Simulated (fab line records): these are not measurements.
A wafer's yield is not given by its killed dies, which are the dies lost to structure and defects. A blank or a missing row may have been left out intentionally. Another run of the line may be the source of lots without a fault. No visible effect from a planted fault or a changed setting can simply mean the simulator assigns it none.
Matching of chambers / flow n5_finfet / pecvd-01 running N5_BEOL_M13_ILD_DEP_00: 3 sister chambers
The step deposits SiOC from DEMS/O2, target thk 837.92 nm, time 166.4 s. 3 wafers are shown with their chamber, then 8 later ones without.

## WAFERS, EACH WITH ITS CHAMBER
wafer=L080.2; chamber=1; throttle_valve_pct (%)=13.3
wafer=L083.3; chamber=2; throttle_valve_pct (%)=11.8
wafer=L091.4; chamber=0; throttle_valve_pct (%)=11.6

## WAFERS MISSING THEIR CHAMBER
wafer=L091.5; throttle_valve_pct (%)=13.6
wafer=L091.6; throttle_valve_pct (%)=11.8
wafer=L094.1; throttle_valve_pct (%)=11.4
wafer=L094.3; throttle_valve_pct (%)=12.0
wafer=L094.5; throttle_valve_pct (%)=11.7
wafer=L097.2; throttle_valve_pct (%)=11.7
wafer=L097.3; throttle_valve_pct (%)=12.0
wafer=L097.5; throttle_valve_pct (%)=11.6

## THE CHAMBER EACH PASSED THROUGH
wafer=L091.5; from the rows above=1; in truth=1
wafer=L091.6; from the rows above=can't be placed: 2 or 0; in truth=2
wafer=L094.1; from the rows above=can't be placed: 0 or 2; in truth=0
wafer=L094.3; from the rows above=can't be placed: 2 or 0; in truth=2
wafer=L094.5; from the rows above=can't be placed: 0 or 2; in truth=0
wafer=L097.2; from the rows above=can't be placed: 0 or 2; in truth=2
wafer=L097.3; from the rows above=can't be placed: 2 or 0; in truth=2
wafer=L097.5; from the rows above=can't be placed: 0 or 2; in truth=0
Correct placement for 1 of the 8. Cannot be placed on the basis of these rows: 7; the candidates contain the true chamber in 7. Number placed wrongly: 0.
How it was worked out, from the rows above alone: a wafer's distance from a chamber is the root of the sum, over the readings, of the square of ((its reading less the chamber's mean) divided by the reading's scatter). If the next closest chamber is less than 2 further off than the closest, the wafer can't be placed; otherwise it belongs to the closest. The mean given for a chamber averages the wafers shown for that chamber. The scatter: with one shown wafer a chamber, the root of the mean of the squares of how far each hidden wafer lies from its nearest shown one.
